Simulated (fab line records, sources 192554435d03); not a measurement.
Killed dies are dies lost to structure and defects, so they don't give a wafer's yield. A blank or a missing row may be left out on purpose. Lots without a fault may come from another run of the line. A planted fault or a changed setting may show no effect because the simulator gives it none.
Chamber matching | flow n5_finfet | N5_BEOL_M11_CURE_71 on uv_cure-02: 3 sister chambers
The step cures SiCOH lowk, time 240 s. 3 wafers are shown with their chamber, then 9 later ones without.

WAFERS WITH THEIR CHAMBER
wafer  | chamber | wafer_temp_C_max
L078.6 | 1       | 386.9
L089.4 | 2       | 387.2
L094.6 | 0       | 387.0

WAFERS WITHOUT THEIR CHAMBER
wafer  | wafer_temp_C_max
L096.1 | 386.2
L096.2 | 386.8
L096.3 | 386.4
L096.4 | 387.3
L096.5 | 386.8
L096.6 | 386.5
L095.1 | 387.1
L095.3 | 386.9
L095.4 | 386.8

WHICH CHAMBER EACH WENT THROUGH
wafer  | from the rows above          | in truth
L096.1 | can't be placed: 1 or 0 or 2 | 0
L096.2 | can't be placed: 1 or 0 or 2 | 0
L096.3 | can't be placed: 1 or 0 or 2 | 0
L096.4 | can't be placed: 2 or 0 or 1 | 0
L096.5 | can't be placed: 1 or 0 or 2 | 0
L096.6 | can't be placed: 1 or 0 or 2 | 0
L095.1 | can't be placed: 2 or 0 or 1 | 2
L095.3 | can't be placed: 1 or 0 or 2 | 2
L095.4 | can't be placed: 1 or 0 or 2 | 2
Placed correctly: 0 of 9. Can't be placed from these rows: 9 (the true chamber is among the candidates in 9). Placed wrongly: 0.
How it was worked out, from the rows above alone: a wafer's distance from a chamber is the root of the sum, over the readings, of the square of ((its reading less the chamber's mean) divided by the reading's scatter). The wafer belongs to the nearest chamber; if the next one is less than 2 further off, it can't be placed. A chamber's mean is the mean of its shown wafers. The scatter: with one shown wafer a chamber, the root of the mean of the squares of how far each hidden wafer lies from its nearest shown one.
